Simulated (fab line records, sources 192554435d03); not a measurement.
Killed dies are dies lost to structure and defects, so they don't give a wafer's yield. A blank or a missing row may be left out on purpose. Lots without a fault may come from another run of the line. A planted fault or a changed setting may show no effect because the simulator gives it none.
A struck lot beside a sound one | flow n5_finfet | 16 steps out of a route of 1938
Sound: wafers L520.2, L520.4, L520.5. Struck: wafer L528.3. (L528.4, L528.5 of the same lot were not struck and are left out.) The cause comes at the end.
At each step with rows: each side's tool, then ch and its chambers, then its first start. Under that, the readings that differ: sound wafers | struck wafers | difference of the means | sigmas: that difference in standard deviations of wafers without a fault.
alike: readings whose means differ by less than 2 such deviations, and words and numbers that are the same on both sides. not compared: withheld readings, readings that some wafer has no value for, bounds like >300 that may hide the same value, and numbers for which the record gives no deviation and whose values overlap.
The two part at a step that has a row with sigmas, a row that says differs or no value, or rows on one side only. Numbers that don't overlap but have no deviation are shown without sigmas and don't part them. A reading that every wafer of one side lacks parts them only if that side has two wafers or more.

first, 8 steps without rows for these wafers: N5_HKMG_FIN_COAT_41 (time 60 s, resist thk 300 nm); N5_HKMG_FIN_COAT_42 (time 60 s, resist thk 35 nm); N5_HKMG_FIN_COAT_43 (resist thk 90 nm); N5_HKMG_FIN_EBR_45; N5_HKMG_FIN_SOFTBAKE_44 (time 60 s); N5_HKMG_FIN_EXPOSE_46 (exposes mask NDIPOLE); N5_HKMG_FIN_PEB_47 (peb time 60 s); N5_HKMG_FIN_DEVELOP_48 (develop time 30 s).
N5_HKMG_FIN_CD_MEAS_49: target cd 202 nm.
  sound on cd_sem-02 ch 0, day 4 23:37; struck on cd_sem-02 ch 0, day 6 22:38
  alike: cd_nm
N5_HKMG_FIN_OVL_MEAS_50:
  sound on overlay-01 ch 0, day 4 23:39; struck on overlay-01 ch 0, day 6 22:40
  reading          | sound        | struck | difference | sigmas
  NDIPOLE_OVL (nm) | 0.1 0.8 -0.2 | -1.4   | -1.6       | -2
N5_HKMG_FIN_INSPECT_61: inspects for defects (macro).
  sound on defect_inspect-01, day 4 23:40; struck on defect_inspect-02, day 6 22:41
  alike: raw_defect_count
N5_HKMG_FIN_DESCUM_53: chemistry O2, time 7.9 s.
  sound on rie_diel-04 ch 2,3, day 4 23:46; struck on rie_diel-04 ch 1, day 6 22:55
  reading                         | sound             | struck | difference | sigmas
  rf_vpp_V (V)                    | 242.0 241.0 239.8 | 243.4  | +2.5       | +2
  showerhead_plenum_p_Torr (Torr) | 2.03 2.01 2.01    | 2.16   | +0.14      | +3
  alike: drypump_motor_current_A, oes_product_au, throttle_valve_pct
  not compared: rf_hours_counter_h
N5_HKMG_FIN_ETCH_54: etches SiARC in CF4, target depth 45.5 nm, time 75.8 s.
  sound on rie_diel-04 ch 2,3, day 4 23:49; struck on rie_diel-04 ch 1, day 6 22:58
  reading                         | sound             | struck | difference | sigmas
  etch_rf_on_time_s (s)           | 74.6 76.8 77.1    | 49.5   | -26.7      | -22
  rf_fwd_power_W (W)              | 535.3 531.9 535.7 | 868.2  | +333.9     | +99 or more
  rf_vpp_V (V)                    | 183.2 184.0 183.1 | 157.2  | -26.2      | -24
  showerhead_plenum_p_Torr (Torr) | 2.08 2.06 2.06    | 2.20   | +0.13      | +2
  alike: drypump_motor_current_A, oes_product_au, throttle_valve_pct
  not compared: rf_hours_counter_h
N5_HKMG_FIN_ETCH_55: etches SOC in N2/H2, target depth 240 nm, time 300 s.
  sound on rie_diel-04 ch 2,3, day 4 23:52; struck on rie_diel-04 ch 1, day 6 23:01
  reading                         | sound             | struck | difference | sigmas
  rf_vpp_V (V)                    | 520.6 521.2 519.1 | 524.8  | +4.5       | +2
  showerhead_plenum_p_Torr (Torr) | 2.47 2.44 2.44    | 2.62   | +0.17      | +2
  alike: drypump_motor_current_A, oes_product_au, rf_fwd_power_W, throttle_valve_pct
  not compared: rf_hours_counter_h
-- the record jumps here: 4 days lie between the struck wafers' starts before and after (it left off in module HKMG_FIN and takes up again in module BEOL_M4, whose first step shown is number 1111 of the route) --
N5_BEOL_M4_RC_MEAS_101:
  sound on prober-02 ch 0, day 8 14:58; struck on prober-01 ch 0, day 10 20:41
  reading       | sound          | struck | difference | sigmas
  ION_P (uA/um) | 469 478 470    | 450    | -22        | -3
  VT_P (mV)     | -248 -245 -248 | -255   | -8         | -2
  alike: DIBL_N, DIBL_P, IOFF_N, IOFF_P, ION_N, SS_N, SS_P, VT_N
then, 1 step without rows for these wafers: N5_PASSIVATION_PROBE_49.

WHERE THEY PART
First at N5_HKMG_FIN_OVL_MEAS_50; last, within this record, at N5_BEOL_M4_RC_MEAS_101.

WHY: what the simulator had put in
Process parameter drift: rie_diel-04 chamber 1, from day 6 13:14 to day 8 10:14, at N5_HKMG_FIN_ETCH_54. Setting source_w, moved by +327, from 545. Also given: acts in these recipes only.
